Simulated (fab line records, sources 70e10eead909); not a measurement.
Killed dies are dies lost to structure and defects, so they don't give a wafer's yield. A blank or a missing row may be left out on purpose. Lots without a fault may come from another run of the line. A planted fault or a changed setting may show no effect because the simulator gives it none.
Chamber matching | flow nand_harc | NHARC_P_M1_DEP_33 on pecvd-01: 3 sister chambers
The step deposits SiCN, target thk 30 nm. 16 wafers are shown with their chamber, then 8 later ones without.

WAFERS WITH THEIR CHAMBER
wafer  | chamber | heater_power_w (W)
L422.1 | 1       | 641
L422.2 | 0       | 443
L422.5 | 1       | 666
L428.1 | 0       | 438
L428.4 | 0       | 448
L428.6 | 0       | 425
L429.1 | 0       | 473
L429.5 | 1       | 672
L429.6 | 0       | 469
L432.1 | 0       | 470
L432.2 | 2       | 724
L432.3 | 1       | 673
L433.1 | 1       | 603
L433.3 | 0       | 388
L433.6 | 2       | 690
L435.4 | 0       | 398

SIGNATURES (means of the wafers above)
reading        | chamber 0 | chamber 1 | chamber 2 | scatter within a chamber
heater_power_w | 439.11    | 651.00    | 707.00    | 30
Rule: a wafer's distance from a chamber is the root of the sum, over the readings, of the square of ((its reading less the chamber's mean) divided by the reading's scatter). The wafer belongs to the nearest chamber; if the next one is less than 2 further off, it can't be placed. The scatter: the root of (the sum of the squares of (reading less its chamber's mean) over the shown wafers, divided by (wafers less chambers)).

WAFERS WITHOUT THEIR CHAMBER
wafer  | heater_power_w (W)
L435.5 | 705
L435.6 | 629
L438.1 | 684
L438.3 | 577
L438.4 | 480
L445.3 | 669
L445.5 | 476
L445.6 | 638

WHICH CHAMBER EACH WENT THROUGH
wafer  | from the rows above     | in truth
L435.5 | can't be placed: 2 or 1 | 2
L435.6 | can't be placed: 1 or 2 | 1
L438.1 | can't be placed: 2 or 1 | 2
L438.3 | can't be placed: 1 or 2 | 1
L438.4 | 0                       | 0
L445.3 | can't be placed: 1 or 2 | 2
L445.5 | 0                       | 0
L445.6 | can't be placed: 1 or 2 | 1
Placed correctly: 2 of 8. Can't be placed from these rows: 6 (the true chamber is among the candidates in 6). Placed wrongly: 0.
